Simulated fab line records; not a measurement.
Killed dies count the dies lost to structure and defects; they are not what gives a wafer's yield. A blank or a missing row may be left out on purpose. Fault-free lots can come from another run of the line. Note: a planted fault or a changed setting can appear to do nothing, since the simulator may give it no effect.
fab line records | flow nand-harc | part 1 of 2: steps 1 to 30 of 38
record: lots: 5 | wafers: 15 | last-day: 32
route steps=1302 shown P_GATE@199 P_CONTACT@217
lots with no fault: from the same line, run without faults
start-h: hours from the record's first day to the start of the lot's first wafer shown | wait-h: time in hours since the lot's previous step | " as in the row above | L1.1+2: one row covering several wafers at once | - value missing, or start not given | * or withheld: withheld | < > ~ a bound
route shown NAME@n: names a module that has steps shown in the file, with the first one's number in the route | usual: the fault-free wafers' mean and standard deviation | same: alike in all rows | chamber/n: place in a boat | sites: the reading at each site | _std_site: how widely they spread, as a standard deviation | _edge_site: outer sites' mean less inner sites' | radius-mm: how far each site lies from the wafer's centre | mask NAME#n: copy n | behind: the last tool/chamber to shape the wafer | hold: cause of the lot's hold/its duration in hours/its outcome | device: transistor that didn't switch, given as n, p or np | end of line: at the end of the route, the tests of the same wafers | a step given without rows: its recipe and nothing more | killed: dies that structure and defects cost at the first sort, which is not the same as the wafer's yield | map: the dies of a wafer, with x for killed, . for not killed, _ for no die there
set.NAME: the run value of the setting; set.NAME@STEP: its run value at that earlier step | model.NAME: the simulator's own value behind a step, which no gauge read
lots at selected steps of the route; one table per step, one row per wafer
services: the hour from which a tool's chamber was out of use, counted from the record's first day as start-h (under 0 if before that day), plus the number of hours and why
== steps ==
step: NHARC_P_GATE_DEVELOP_90
recipe: time-s: 70
lot.wafer  | tool           | chamber | start-h | wait-h
L074.1+3+4 | litho-track-03 | 0       | -       | -
L077.2+3+6 | litho-track-07 | 0       | -       | -
L080.3+4+6 | litho-track-02 | 0       | -       | -
L087.2+4+6 | litho-track-07 | 0       | -       | -
L093.2+3+5 | litho-track-03 | 0       | -       | -
step: NHARC_P_GATE_CD_MEAS_91
recipe: target-cd-nm: 2000 | landing-energy-ev: 500
usual: cd-nm: 2000.3/1.7
lot.wafer | tool      | chamber | start-h | wait-h | cd-nm
L074.1    | cd-sem-01 | 0       | 113.95  | -      | 1999.3
L074.3    | "         | 0       | "       | "      | 1998.6
L074.4    | "         | 0       | "       | "      | 1998.3
L077.2    | cd-sem-03 | 0       | 140.14  | -      | 2000.2
L077.3    | "         | 0       | "       | "      | 2000.6
L077.6    | "         | 0       | "       | "      | 2002.2
L080.3    | cd-sem-02 | 0       | 180.75  | -      | 1999.1
L080.4    | "         | 0       | "       | "      | 2002.5
L080.6    | "         | 0       | "       | "      | 2001.9
L087.2    | cd-sem-03 | 0       | 248.99  | -      | 1998.4
L087.4    | "         | 0       | "       | "      | 2002.3
L087.6    | "         | 0       | "       | "      | 1998.0
L093.2    | cd-sem-01 | 0       | 299.70  | -      | 1999.5
L093.3    | "         | 0       | "       | "      | 1998.5
L093.5    | "         | 0       | "       | "      | 1999.6
step: NHARC_P_GATE_HARDBAKE_92
recipe: temp-c: 125 | time-s: 80
lot.wafer  | tool           | chamber | start-h | wait-h
L074.1+3+4 | litho-track-07 | 0       | 114.03  | -
L077.2+3+6 | litho-track-02 | 0       | 140.22  | -
L080.3+4+6 | litho-track-02 | 0       | 180.83  | -
L087.2+4+6 | litho-track-02 | 0       | 249.07  | -
L093.2+3+5 | litho-track-07 | 0       | 299.78  | -
step: NHARC_P_GATE_DESCUM_93
recipe: time-s: 3 | o2-flow-sccm: 200 | ar-flow-sccm: 0 | bias-power-w: 0 | chemistry: O2
usual: drypump-motor-current-A: 5.6/0.32 | oes-product-au: 0.993/0.009 | rf-vpp-V: 57.8/0.76 | showerhead-plenum-p-Torr: 1.88/0.074 | throttle-valve-pct: 11.312/0.0085
lot.wafer | tool        | chamber | start-h | wait-h | drypump-motor-current-A | oes-product-au | rf-hours-counter-h | rf-vpp-V | showerhead-plenum-p-Torr | throttle-valve-pct
L074.4    | rie-diel-03 | 2       | 114.11  | -      | 6.0                     | 0.994          | 0                  | 57.4     | 1.94                     | 11.312
L074.3    | "           | 3       | "       | "      | 6.1                     | 0.989          | 0                  | 58.0     | 1.82                     | 11.300
L074.1    | "           | 1       | "       | "      | 6.1                     | 0.980          | 0                  | 58.3     | 1.92                     | 11.305
L077.2    | rie-diel-04 | 3       | 140.32  | -      | 5.5                     | 1.004          | 6.7                | 57.2     | 1.84                     | 11.313
L077.3    | "           | 0       | "       | "      | 5.8                     | 1.001          | 7.0                | 58.5     | 2.01                     | 11.316
L077.6    | "           | 1       | "       | "      | 5.6                     | 0.989          | -                  | 58.0     | 1.82                     | 11.307
L080.4    | rie-diel-03 | 0       | 180.92  | -      | 5.4                     | 0.998          | 4.5                | 57.6     | 1.95                     | 11.315
L080.3    | "           | 1       | "       | "      | 6.0                     | 0.994          | 3.5                | 58.6     | 1.92                     | 11.309
L080.6    | "           | 0       | "       | "      | 5.4                     | 1.000          | -                  | 58.0     | 1.95                     | 11.325
L087.2    | rie-diel-03 | 0       | 249.15  | -      | 5.4                     | 0.984          | 8.8                | 58.7     | 1.95                     | 11.301
L087.4    | "           | 1       | "       | "      | 6.1                     | 0.989          | 5.8                | 59.2     | 1.92                     | 11.304
L087.6    | "           | 0       | "       | "      | 5.5                     | 0.989          | -                  | 57.8     | 1.95                     | 11.309
L093.3    | rie-diel-03 | 0       | 299.86  | -      | 5.4                     | 1.003          | 0                  | 59.1     | 1.95                     | 11.313
L093.2    | "           | 1       | "       | "      | 6.1                     | 0.988          | 0                  | 58.9     | 1.92                     | 11.317
L093.5    | "           | 1       | "       | "      | 6.1                     | 0.970          | -                  | 57.5     | 1.92                     | 11.319
step: NHARC_P_GATE_IMPLANT_94
recipe: energy-kev: 60 | dose-cm2: 2e+15 | tilt-deg: 7
lot.wafer  | tool         | chamber | start-h | wait-h
L074.1+3+4 | implanter-01 | 0       | 114.25  | 0.1
L077.2+3+6 | implanter-01 | 0       | 140.47  | 0.1
L080.3+4+6 | implanter-02 | 0       | 181.11  | 0.2
L087.2+4+6 | implanter-02 | 0       | 249.32  | 0.2
L093.2+3+5 | implanter-02 | 0       | 300.06  | 0.2
step: NHARC_P_GATE_STRIP_113
recipe: power-w: 1500 | temp-c: 110 | time-s: 740 | chemistry: N2/H2
usual: drypump-motor-current-A: 5.78/0.15 | heater-power-w: 88/4.4 | rf-refl-power-W: 29/7.1
lot.wafer | tool            | chamber | start-h | wait-h | drypump-motor-current-A | heater-power-w | rf-hours-counter-h | rf-refl-power-W
L074.1    | plasma-asher-02 | 1       | 114.59  | 0.3    | 5.93                    | 89             | 6                  | 39
L074.4    | "               | 0       | "       | "      | 5.68                    | 85             | -                  | 23
L074.3    | "               | 1       | "       | "      | 5.93                    | 91             | -                  | 38
L077.2    | plasma-asher-02 | 0       | 140.78  | 0.3    | 5.69                    | 86             | 12                 | 24
L077.3    | "               | 0       | "       | "      | 5.66                    | 85             | -                  | 23
L077.6    | "               | 0       | "       | "      | 5.67                    | 88             | -                  | 23
L080.4    | plasma-asher-02 | 1       | 181.79  | 0.6    | 6.03                    | 89             | -                  | 39
L080.3    | "               | 0       | "       | "      | 5.68                    | 85             | -                  | 23
L080.6    | "               | 1       | "       | "      | 5.96                    | 90             | -                  | 39
L087.2    | plasma-asher-01 | 1       | 249.59  | 0.2    | 5.54                    | 97             | 15                 | 21
L087.4    | "               | 0       | "       | "      | 5.84                    | 87             | -                  | 30
L087.6    | "               | 0       | "       | "      | 5.83                    | 84             | -                  | 30
L093.2    | plasma-asher-02 | 1       | 300.37  | 0.3    | 5.94                    | 89             | 8                  | 39
L093.3    | "               | 0       | "       | "      | 5.69                    | 81             | -                  | 24
L093.5    | "               | 1       | "       | "      | 5.94                    | 89             | -                  | 39
step: NHARC_P_GATE_STRIP_95
recipe: power-w: 1500 | temp-c: 250 | chemistry: O2
usual: drypump-motor-current-A: 5.78/0.15 | heater-power-w: 331/16 | rf-refl-power-W: 29/7.2
lot.wafer | tool            | chamber | start-h | wait-h | drypump-motor-current-A | heater-power-w | rf-hours-counter-h | rf-refl-power-W
L074.1    | plasma-asher-02 | 1       | 115.19  | 0.5    | 5.96                    | 339            | 6                  | 39
L074.4    | "               | 0       | "       | "      | 5.69                    | 324            | -                  | 23
L074.3    | "               | 1       | "       | "      | 5.98                    | 339            | -                  | 39
L077.2    | plasma-asher-02 | 0       | 141.39  | 0.5    | 5.66                    | 324            | 12                 | 23
L077.3    | "               | 0       | "       | "      | 5.66                    | 318            | -                  | 23
L077.6    | "               | 0       | "       | "      | 5.66                    | 318            | -                  | 23
L080.4    | plasma-asher-02 | 1       | 182.30  | 0.4    | 5.98                    | 339            | -                  | 38
L080.3    | "               | 0       | "       | "      | 5.68                    | 326            | -                  | 23
L080.6    | "               | 1       | "       | "      | 5.93                    | 338            | -                  | 38
L087.2    | plasma-asher-01 | 1       | 250.31  | 0.6    | 5.58                    | 356            | 16                 | 23
L087.4    | "               | 0       | "       | "      | 5.84                    | 330            | -                  | 29
L087.6    | "               | 0       | "       | "      | 5.84                    | 322            | -                  | 29
L093.2    | plasma-asher-02 | 1       | 300.98  | 0.5    | 5.97                    | 344            | 9                  | 39
L093.3    | "               | 0       | "       | "      | 5.68                    | 313            | -                  | 24
L093.5    | "               | 1       | "       | "      | 5.99                    | 329            | -                  | 38
step: NHARC_P_GATE_STRIP_96
recipe: time-s: 900 | temp-c: 130 | chemistry: SPM
usual: bath-heat-duty-pct: 15.3/1.6
lot.wafer | tool         | chamber | start-h | wait-h | bath-heat-duty-pct
L074.1    | wet-bench-05 | 2       | 115.40  | 0.2    | 15.8
L074.3    | "            | 5       | "       | "      | 12.2
L074.4    | "            | 6       | "       | "      | 12.4
L077.3    | wet-bench-03 | 4       | 141.59  | 0.2    | 18.1
L077.2    | "            | 5       | "       | "      | 14.1
L077.6    | "            | 7       | "       | "      | 15.9
L080.6    | wet-bench-03 | 6       | 182.49  | 0.2    | 17.0
L080.4    | "            | 2       | "       | "      | 14.4
L080.3    | "            | 3       | "       | "      | 15.2
L087.2    | wet-bench-03 | 7       | 250.52  | 0.2    | 16.4
L087.6    | "            | 2       | "       | "      | 14.0
L087.4    | "            | 3       | "       | "      | 15.9
L093.3    | wet-bench-03 | 4       | 301.21  | 0.2    | 16.0
L093.5    | "            | 5       | "       | "      | 13.9
L093.2    | "            | 6       | "       | "      | 17.8
step: NHARC_P_GATE_RTA_64
recipe: temp-c: 1050 | time-s: 1
usual: lamp-power-pct: 36.5/1.1 | lamp_zone_1_pct: 36.5/1.1 | wafer_temp_C_max: 1054.6/0.85
lot.wafer | tool          | chamber | start-h | wait-h | lamp-power-pct | lamp_zone_1_pct | wafer_temp_C_max
L074.1    | rtp-anneal-02 | 0       | 115.76  | -      | 35.0           | 34.9            | 1054.8
L074.3    | "             | 0       | "       | "      | 35.0           | 35.0            | 1054.0
L074.4    | "             | 0       | "       | "      | 35.0           | 35.0            | 1054.7
L077.2    | rtp-anneal-01 | 0       | 141.97  | -      | 37.3           | 37.4            | 1055.4
L077.3    | "             | 0       | "       | "      | 37.4           | 37.3            | 1054.2
L077.6    | "             | 0       | "       | "      | 37.3           | 37.3            | 1054.3
L080.3    | rtp-anneal-02 | 0       | 182.94  | -      | 35.0           | 34.9            | 1052.7
L080.4    | "             | 0       | "       | "      | 35.0           | 35.0            | 1053.1
L080.6    | "             | 0       | "       | "      | 35.0           | 35.0            | 1053.8
L087.2    | rtp-anneal-01 | 0       | 250.90  | -      | 37.3           | 37.4            | 1056.2
L087.4    | "             | 0       | "       | "      | 37.3           | 37.3            | 1053.9
L087.6    | "             | 0       | "       | "      | 37.4           | 37.3            | 1054.2
L093.2    | rtp-anneal-01 | 0       | 301.56  | -      | 37.3           | 37.3            | 1055.7
L093.3    | "             | 0       | "       | "      | 37.3           | 37.3            | 1054.3
L093.5    | "             | 0       | "       | "      | 37.3           | 37.3            | 1055.6
step: NHARC_P_GATE_ETCH_77
recipe: target-depth-a: 60 | chemistry: dHF | material: SiO2
lot.wafer  | tool         | chamber | start-h | wait-h
L074.3+1+4 | wet-bench-03 | 4,5,1   | 115.96  | 0.1
L077.3+6+2 | wet-bench-06 | 7,0,2   | 142.15  | 0.1
L080.3+4+6 | wet-bench-05 | 0,2,3   | 183.10  | 0.1
L087.2+6+4 | wet-bench-03 | 2,3,5   | 251.08  | 0.2
L093.2+3+5 | wet-bench-05 | 1,2,6   | 301.73  | 0.1
step: NHARC_P_GATE_DEGAS_109
recipe: temp-c: 300 | time-s: 60
usual: heater-power-w: 468/69
lot.wafer | tool           | chamber | start-h | wait-h | heater-power-w
L074.1    | pvd-sputter-03 | -       | 116.10  | 0.1    | 479
L074.4    | "              | -       | "       | "      | 486
L074.3    | "              | -       | "       | "      | 574
L077.2    | pvd-sputter-03 | -       | 142.25  | 0.1    | 490
L077.3    | "              | -       | "       | "      | 537
L077.6    | "              | -       | "       | "      | 503
L080.4    | pvd-sputter-03 | -       | 183.20  | 0.1    | 421
L080.3    | "              | -       | "       | "      | 542
L080.6    | "              | -       | "       | "      | 427
L087.2    | pvd-sputter-01 | -       | 251.18  | 0.1    | 417
L087.4    | "              | -       | "       | "      | 437
L087.6    | "              | -       | "       | "      | 429
L093.2    | pvd-sputter-02 | -       | 301.84  | 0.1    | 615
L093.3    | "              | -       | "       | "      | 451
L093.5    | "              | -       | "       | "      | 469
step: NHARC_P_GATE_PRE_CLEAN_110
recipe: time-s: 30 | bias-v: 200 | gas: Ar
usual: bias-v: 199.8/2
lot.wafer | tool           | chamber | start-h | wait-h | bias-v
L074.1    | pvd-sputter-03 | -       | -       | -      | 200.3
L074.4    | "              | -       | "       | "      | 199.4
L074.3    | "              | -       | "       | "      | 201.4
L077.3    | pvd-sputter-03 | -       | -       | -      | 197.6
L077.2    | "              | -       | "       | "      | 195.3
L077.6    | "              | -       | "       | "      | 200.4
L080.3    | pvd-sputter-03 | -       | -       | -      | 197.6
L080.4    | "              | -       | "       | "      | 200.8
L080.6    | "              | -       | "       | "      | 197.6
L087.4    | pvd-sputter-01 | -       | -       | -      | 199.3
L087.2    | "              | -       | "       | "      | 199.1
L087.6    | "              | -       | "       | "      | 199.7
L093.2    | pvd-sputter-02 | -       | -       | -      | 200.4
L093.3    | "              | -       | "       | "      | 198.8
L093.5    | "              | -       | "       | "      | 198.0
step: NHARC_P_GATE_SPUTTER_78
recipe: target-thk-a: 100 | material: Ni
lot.wafer  | tool           | chamber | start-h | wait-h
L074.1+3+4 | pvd-sputter-03 | -       | -       | -
L077.3+2+6 | pvd-sputter-03 | -       | -       | -
L080.4+3+6 | pvd-sputter-03 | -       | -       | -
L087.4+2+6 | pvd-sputter-01 | -       | -       | -
L093.2+3+5 | pvd-sputter-02 | -       | -       | -
step: NHARC_P_GATE_SPUTTER_79
recipe: target-thk-a: 100 | material: TiN
lot.wafer  | tool           | chamber | start-h | wait-h
L074.3+4+1 | pvd-sputter-03 | -       | -       | -
L077.3+2+6 | pvd-sputter-03 | -       | -       | -
L080.3+4+6 | pvd-sputter-03 | -       | -       | -
L087.2+4+6 | pvd-sputter-01 | -       | -       | -
L093.3+2+5 | pvd-sputter-02 | -       | -       | -
step: NHARC_P_GATE_RTA_80
recipe: temp-c: 300 | time-s: 30
usual: lamp-power-pct: 2.15/0.069 | lamp_zone_1_pct: 2.15/0.07 | wafer_temp_C_max: 301.3/0.31
lot.wafer | tool          | chamber | start-h | wait-h | lamp-power-pct | lamp_zone_1_pct | wafer_temp_C_max
L074.1    | rtp-anneal-02 | 0       | 116.39  | -      | 2.08           | 2.09            | 300.9
L074.3    | "             | 0       | "       | "      | 2.09           | 2.09            | 301.5
L074.4    | "             | 0       | "       | "      | 2.08           | 2.08            | 301.1
L077.2    | rtp-anneal-02 | 0       | 142.57  | -      | 2.09           | 2.09            | 301.0
L077.3    | "             | 0       | "       | "      | 2.09           | 2.09            | 300.9
L077.6    | "             | 0       | "       | "      | 2.09           | 2.09            | 301.4
L080.3    | rtp-anneal-02 | 0       | 183.55  | -      | 2.09           | 2.09            | 301.1
L080.4    | "             | 0       | "       | "      | 2.08           | 2.09            | 301.4
L080.6    | "             | 0       | "       | "      | 2.08           | 2.09            | 301.1
L087.2    | rtp-anneal-01 | 0       | 251.50  | -      | 2.22           | 2.22            | 301.3
L087.4    | "             | 0       | "       | "      | 2.22           | 2.22            | 301.0
L087.6    | "             | 0       | "       | "      | 2.22           | 2.22            | 301.6
L093.2    | rtp-anneal-02 | 0       | 302.16  | -      | 2.09           | 2.09            | 301.1
L093.3    | "             | 0       | "       | "      | 2.09           | 2.09            | 301.2
L093.5    | "             | 0       | "       | "      | 2.09           | 2.08            | 301.2
step: NHARC_P_GATE_STRIP_67
recipe: time-s: 600 | temp-c: 130 | chemistry: SPM
usual: bath-heat-duty-pct: 14.8/1.7
lot.wafer | tool         | chamber | start-h | wait-h | bath-heat-duty-pct
L074.3    | wet-bench-05 | 3       | 116.59  | 0.1    | 14.1
L074.1    | "            | 5       | "       | "      | 12.9
L074.4    | "            | 0       | "       | "      | 12.7
L077.6    | wet-bench-03 | 3       | 142.74  | 0.0    | 16.3
L077.3    | "            | 4       | "       | "      | 16.6
L077.2    | "            | 5       | "       | "      | 12.8
L080.4    | wet-bench-03 | 4       | 183.70  | 0.1    | 15.7
L080.3    | "            | 7       | "       | "      | 16.6
L080.6    | "            | 0       | "       | "      | 16.5
L087.4    | wet-bench-05 | 3       | 251.67  | 0.1    | 12.0
L087.6    | "            | 4       | "       | "      | 15.7
L087.2    | "            | 6       | "       | "      | 11.6
L093.5    | wet-bench-05 | 4       | 302.33  | 0.1    | 16.3
L093.2    | "            | 7       | "       | "      | 13.8
L093.3    | "            | 0       | "       | "      | 14.3
step: NHARC_P_GATE_RTA_82
recipe: temp-c: 450 | time-s: 30
usual: lamp-power-pct: 4.21/0.13 | lamp_zone_1_pct: 4.21/0.13 | wafer_temp_C_max: 451.9/0.48
lot.wafer | tool          | chamber | start-h | wait-h | lamp-power-pct | lamp_zone_1_pct | wafer_temp_C_max
L074.1    | rtp-anneal-01 | 0       | 116.85  | -      | 4.37           | 4.38            | 452.3
L074.3    | "             | 0       | "       | "      | 4.37           | 4.37            | 451.9
L074.4    | "             | 0       | "       | "      | 4.37           | 4.37            | 451.7
L077.2    | rtp-anneal-01 | 0       | 143.03  | -      | 4.37           | 4.37            | 452.5
L077.3    | "             | 0       | "       | "      | 4.37           | 4.37            | 452.7
L077.6    | "             | 0       | "       | "      | 4.37           | 4.37            | 452.5
L080.3    | rtp-anneal-01 | 0       | 184.16  | -      | 4.37           | 4.37            | 451.8
L080.4    | "             | 0       | "       | "      | 4.37           | 4.38            | 452.1
L080.6    | "             | 0       | "       | "      | 4.37           | 4.37            | 452.1
L087.2    | rtp-anneal-02 | 0       | 251.96  | -      | 4.10           | 4.11            | 451.5
L087.4    | "             | 0       | "       | "      | 4.10           | 4.10            | 452.0
L087.6    | "             | 0       | "       | "      | 4.10           | 4.10            | 451.3
L093.2    | rtp-anneal-02 | 0       | 302.61  | -      | 4.10           | 4.10            | 451.8
L093.3    | "             | 0       | "       | "      | 4.09           | 4.10            | 451.3
L093.5    | "             | 0       | "       | "      | 4.09           | 4.09            | 451.9
step: NHARC_P_GATE_INSPECT_68
usual: raw-defect-count: 195/70
lot.wafer | tool              | chamber | start-h | wait-h | raw-defect-count
L074.1    | defect-inspect-01 | -       | 117.05  | 0.2    | 194
L074.3    | "                 | -       | "       | "      | 163
L074.4    | "                 | -       | "       | "      | 323
L077.2    | defect-inspect-01 | -       | 143.20  | 0.1    | 184
L077.3    | "                 | -       | "       | "      | 125
L077.6    | "                 | -       | "       | "      | 196
L080.3    | defect-inspect-02 | -       | 184.31  | 0.1    | 188
L080.4    | "                 | -       | "       | "      | 94
L080.6    | "                 | -       | "       | "      | 213
L087.2    | defect-inspect-02 | -       | 252.13  | 0.1    | 176
L087.4    | "                 | -       | "       | "      | 223
L087.6    | "                 | -       | "       | "      | 356
L093.2    | defect-inspect-02 | -       | 302.78  | 0.1    | 312
L093.3    | "                 | -       | "       | "      | 181
L093.5    | "                 | -       | "       | "      | 288
step: NHARC_P_CONTACT_DEP_30
recipe: target-thk-a: 300 | temp-c: 400 | target-thk-nm: 30 | flow-sccm: 200 | rf-w: 450 | material: SiNx
usual: heater-power-w: 656/110
lot.wafer | tool     | chamber | start-h | wait-h | heater-power-w | since-wet-clean-h
L074.3    | pecvd-01 | 0       | 117.16  | 0.1    | 732            | 155
L074.1    | "        | 1       | "       | "      | 671            | 155
L074.4    | "        | 1       | "       | "      | 676            | -
L077.2    | pecvd-03 | 2       | 143.31  | 0.1    | 838            | 126
L077.3    | "        | 0       | "       | "      | 454            | 126
L077.6    | "        | 0       | "       | "      | 448            | -
L080.3    | pecvd-04 | 0       | 184.37  | 0.1    | 531            | 83
L080.4    | "        | 0       | "       | "      | 543            | -
L080.6    | "        | 1       | "       | "      | 550            | -
L087.2    | pecvd-01 | 2       | 252.28  | 0.1    | 755            | 109
L087.4    | "        | 0       | "       | "      | 665            | -
L087.6    | "        | 2       | "       | "      | 750            | -
L093.2    | pecvd-01 | 1       | 302.85  | 0.1    | 616            | 159
L093.3    | "        | 0       | "       | "      | 676            | 160
L093.5    | "        | 0       | "       | "      | 676            | -
step: NHARC_P_CONTACT_DEP_00
recipe: target-thk-a: 5000 | temp-c: 400 | pressure-torr: 6.5 | rf-w: 900 | teos-flow-sccm: 161.4 | flow-sccm: 2650 | target-thk-nm: 500 | gas: O2 | material: SiO2
usual: chamber-pressure-Torr: 6.503/0.014 | flow-sccm: 2650/7.9 | heater-power-w: 501/100 | mfc-precursor-sccm: 161.3/0.48 | showerhead-vpp-V: 1816/77 | throttle-valve-pct: 15.7/0.58
lot.wafer | tool     | chamber | start-h | wait-h | chamber-pressure-Torr | flow-sccm | heater-power-w | mfc-precursor-sccm | showerhead-vpp-V | since-wet-clean-h | throttle-valve-pct
L074.3    | pecvd-01 | 0       | -       | -      | 6.480                 | 2652      | 494            | 162.5              | 1892             | 155               | 16.5
L074.1    | "        | 1       | "       | "      | 6.522                 | 2656      | 529            | 161.7              | 1681             | 155               | 16.5
L074.4    | "        | 1       | "       | "      | 6.490                 | 2645      | 528            | 161.7              | 1676             | -                 | 16.4
L077.2    | pecvd-03 | 2       | -       | -      | 6.500                 | 2650      | 590            | 162.0              | 1769             | 126               | 14.5
L077.3    | "        | 0       | "       | "      | 6.510                 | 2650      | 384            | 162.1              | 1870             | 126               | 15.6
L077.6    | "        | 0       | "       | "      | 6.518                 | 2651      | 402            | 161.7              | 1832             | -                 | 15.7
L080.3    | pecvd-04 | 0       | -       | -      | 6.484                 | 2642      | 460            | 161.7              | 1866             | 84                | 15.7
L080.4    | "        | 0       | "       | "      | 6.499                 | 2643      | 475            | 160.5              | 1871             | -                 | 15.5
L080.6    | "        | 1       | "       | "      | 6.501                 | 2650      | 362            | 160.4              | 1748             | -                 | 15.2
L087.2    | pecvd-01 | 2       | -       | -      | 6.499                 | 2653      | 578            | 160.9              | 1831             | 109               | 16.9
L087.4    | "        | 0       | "       | "      | 6.523                 | 2651      | 526            | 161.0              | 1887             | -                 | 16.3
L087.6    | "        | 2       | "       | "      | 6.515                 | 2642      | 603            | 160.8              | 1810             | -                 | 17.0
L093.2    | pecvd-01 | 1       | -       | -      | 6.508                 | 2661      | 392            | 161.5              | 1671             | 160               | 16.3
L093.3    | "        | 0       | "       | "      | 6.505                 | 2646      | 530            | 160.8              | 1922             | 160               | 16.3
L093.5    | "        | 0       | "       | "      | 6.501                 | 2649      | 558            | 160.5              | 1872             | -                 | 16.2
step: NHARC_P_CONTACT_CMP_01
recipe: target-thk-nm: 200 | material: SiO2
usual: motor-current-A: 11.7/1.3
lot.wafer | tool   | chamber | start-h | wait-h | motor-current-A
L074.3    | cmp-02 | 2       | 117.87  | -      | 12.1
L074.4    | "      | 3       | "       | "      | 11.4
L074.1    | "      | 0       | "       | "      | 11.9
L077.2    | cmp-03 | 1       | 143.98  | -      | 9.2
L077.3    | "      | 2       | "       | "      | 11.2
L077.6    | "      | 2       | "       | "      | 10.8
L080.4    | cmp-02 | 0       | 185.11  | -      | 11.5
L080.3    | "      | 2       | "       | "      | 13.0
L080.6    | "      | 3       | "       | "      | 11.0
L087.4    | cmp-03 | 3       | 252.97  | -      | 11.7
L087.2    | "      | 0       | "       | "      | 11.6
L087.6    | "      | 2       | "       | "      | 11.1
L093.3    | cmp-02 | 1       | 303.59  | -      | 13.6
L093.2    | "      | 2       | "       | "      | 12.3
L093.5    | "      | 1       | "       | "      | 14.3
step: NHARC_P_CONTACT_SRD_03
lot.wafer  | tool         | chamber | start-h | wait-h
L074.1+4+3 | wet-bench-01 | 5,6,7   | 118.17  | 0.0
L077.3+2+6 | wet-bench-01 | 1,2,3   | 144.28  | 0.0
L080.3+4+6 | wet-bench-01 | 0,3,4   | 185.38  | 0.0
L087.4+6+2 | wet-bench-01 | 0,1,4   | 253.22  | 0.0
L093.3+5+2 | wet-bench-04 | 1,2,3   | 303.87  | 0.1
step: NHARC_P_CONTACT_DEHYDRATE_04
recipe: temp-c: 150 | time-s: 120
lot.wafer  | tool           | chamber | start-h | wait-h
L074.1+3+4 | litho-track-06 | 0       | 118.25  | 0.1
L077.2+3+6 | litho-track-06 | 0       | 144.36  | 0.1
L080.3+4+6 | litho-track-01 | 0       | 185.46  | 0.1
L087.2+4+6 | litho-track-04 | 0       | 253.30  | 0.1
L093.2+3+5 | litho-track-04 | 0       | 303.94  | 0.1
step: NHARC_P_CONTACT_HMDS_05
recipe: time-s: 30
lot.wafer  | tool           | chamber | start-h | wait-h
L074.1+3+4 | litho-track-06 | 0       | -       | -
L077.2+3+6 | litho-track-06 | 0       | -       | -
L080.3+4+6 | litho-track-01 | 0       | -       | -
L087.2+4+6 | litho-track-04 | 0       | -       | -
L093.2+3+5 | litho-track-04 | 0       | -       | -
step: NHARC_P_CONTACT_COAT_33
recipe: temp-c: 260 | time-s: 75
lot.wafer  | tool           | chamber | start-h | wait-h
L074.1+3+4 | litho-track-06 | 0       | -       | -
L077.2+3+6 | litho-track-06 | 0       | -       | -
L080.3+4+6 | litho-track-01 | 0       | -       | -
L087.2+4+6 | litho-track-04 | 0       | -       | -
L093.2+3+5 | litho-track-04 | 0       | -       | -
step: NHARC_P_CONTACT_COAT_34
recipe: temp-c: 225 | time-s: 65
lot.wafer  | tool           | chamber | start-h | wait-h
L074.1+3+4 | litho-track-06 | 0       | -       | -
L077.2+3+6 | litho-track-06 | 0       | -       | -
L080.3+4+6 | litho-track-01 | 0       | -       | -
L087.2+4+6 | litho-track-04 | 0       | -       | -
L093.2+3+5 | litho-track-04 | 0       | -       | -
step: NHARC_P_CONTACT_COAT_06
recipe: spin-rpm: 1500 | resist-thk-nm: 90
lot.wafer  | tool           | chamber | start-h | wait-h
L074.1+3+4 | litho-track-06 | 0       | -       | -
L077.2+3+6 | litho-track-06 | 0       | -       | -
L080.3+4+6 | litho-track-01 | 0       | -       | -
L087.2+4+6 | litho-track-04 | 0       | -       | -
L093.2+3+5 | litho-track-04 | 0       | -       | -
step: NHARC_P_CONTACT_SOFTBAKE_07
recipe: temp-c: 105 | time-s: 55
lot.wafer  | tool           | chamber | start-h | wait-h
L074.1+3+4 | litho-track-06 | 0       | -       | -
L077.2+3+6 | litho-track-06 | 0       | -       | -
L080.3+4+6 | litho-track-01 | 0       | -       | -
L087.2+4+6 | litho-track-04 | 0       | -       | -
L093.2+3+5 | litho-track-04 | 0       | -       | -
step: NHARC_P_CONTACT_EBR_08
lot.wafer  | tool           | chamber | start-h | wait-h
L074.1+3+4 | litho-track-06 | 0       | -       | -
L077.2+3+6 | litho-track-06 | 0       | -       | -
L080.3+4+6 | litho-track-01 | 0       | -       | -
L087.2+4+6 | litho-track-04 | 0       | -       | -
L093.2+3+5 | litho-track-04 | 0       | -       | -
step: NHARC_P_CONTACT_EXPOSE_09
recipe: na: 1.35 | target-cd-nm: 90 | dose-mj: 81.26 | mask-id: P_CA
usual: exposure-dose-mJ-cm2: 81.16/0.077
lot.wafer | tool            | chamber | start-h | wait-h | mask   | exposure-dose-mJ-cm2
L074.1    | arfi-scanner-03 | 0       | 118.43  | -      | P_CA#0 | 81.25
L074.3    | "               | 0       | "       | "      | P_CA#0 | 81.29
L074.4    | "               | 0       | "       | "      | P_CA#0 | 81.20
L077.2    | arfi-scanner-01 | 0       | 144.55  | -      | P_CA#0 | 81.17
L077.3    | "               | 0       | "       | "      | P_CA#0 | 81.15
L077.6    | "               | 0       | "       | "      | P_CA#0 | 81.07
L080.3    | arfi-scanner-03 | 0       | 185.78  | -      | P_CA#0 | 81.28
L080.4    | "               | 0       | "       | "      | P_CA#0 | 81.39
L080.6    | "               | 0       | "       | "      | P_CA#0 | 81.32
L087.2    | arfi-scanner-03 | 0       | 253.61  | -      | P_CA#0 | 81.24
L087.4    | "               | 0       | "       | "      | P_CA#0 | 81.18
L087.6    | "               | 0       | "       | "      | P_CA#0 | 81.24
L093.2    | arfi-scanner-03 | 0       | 304.26  | -      | P_CA#0 | 81.22
L093.3    | "               | 0       | "       | "      | P_CA#0 | 81.16
L093.5    | "               | 0       | "       | "      | P_CA#0 | 81.20
